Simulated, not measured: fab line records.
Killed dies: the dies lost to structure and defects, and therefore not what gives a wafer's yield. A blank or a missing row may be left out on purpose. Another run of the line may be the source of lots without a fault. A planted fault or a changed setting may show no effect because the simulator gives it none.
Matching of chambers | flow n5Finfet | 3 sister chambers for N5_BEOL_M6_PECVD_70 on pecvd-02
The step deposits SiO2 from TEOS/O2, target thk 20 nm, time 22.7 s. 14 wafers are shown with their chamber, then 7 later ones without.

== WAFERS PAIRED WITH THEIR CHAMBERS ==
wafer  | chamber | showerheadPlenumPTorr (Torr) | throttleValvePct (%) | heaterPowerW (W)
L074.2 | 2       | 8.67                         | 22.3                 | 766
L074.4 | 2       | 8.68                         | 22.4                 | 735
L074.5 | 1       | 8.81                         | 20.2                 | 570
L083.1 | 1       | 8.83                         | 20.2                 | 557
L083.3 | 0       | 8.85                         | 22.8                 | 524
L083.4 | 2       | 8.67                         | 22.7                 | 767
L081.2 | 1       | 8.84                         | 20.5                 | 568
L081.3 | 2       | 8.67                         | 22.5                 | 662
L081.5 | 1       | 8.82                         | 20.6                 | 562
L082.1 | 2       | 8.68                         | 22.3                 | 758
L082.5 | 2       | 8.64                         | 22.3                 | 768
L082.6 | 0       | 8.85                         | 22.6                 | 527
L085.1 | 1       | 8.81                         | 20.3                 | 520
L085.4 | 1       | 8.80                         | 20.4                 | 519

SIGNATURES, as means of the wafers listed above
reading               | chamber 0 | chamber 1 | chamber 2 | scatter within a chamber
showerheadPlenumPTorr | 8.8500    | 8.8183    | 8.6683    | 0.014
throttleValvePct      | 22.700    | 20.367    | 22.417    | 0.16
heaterPowerW          | 525.50    | 549.33    | 742.67    | 32.1
Rule: distance of a wafer from a chamber = root of the sum over the readings of ((wafer's reading minus chamber's mean) / reading's scatter) squared. If the next closest chamber is less than 2 further off than the closest, the wafer can't be placed; otherwise it belongs to the closest. The scatter is the square root of a quotient: the sum, over the shown wafers, of each reading's squared deviation from its chamber's mean, divided by wafers minus chambers.

== WAFERS WITH NO CHAMBER GIVEN ==
wafer  | showerheadPlenumPTorr (Torr) | throttleValvePct (%) | heaterPowerW (W)
L085.5 | 8.67                         | 22.3                 | 719
L093.2 | 8.82                         | 20.2                 | 528
L093.3 | 8.67                         | 22.2                 | 781
L093.4 | 8.81                         | 20.3                 | 525
L097.1 | 8.85                         | 22.8                 | 551
L097.4 | 8.85                         | 20.5                 | 553
L097.6 | 8.83                         | 23.0                 | 553

== THE CHAMBER EACH PASSED THROUGH ==
wafer  | from the rows above | in truth
L085.5 | 2                   | 2
L093.2 | 1                   | 1
L093.3 | 2                   | 2
L093.4 | 1                   | 1
L097.1 | 0                   | 0
L097.4 | 1                   | 1
L097.6 | 0                   | 0
7 of 7 placed correctly. Can't be placed from these rows: 0. Number placed wrongly: 0.
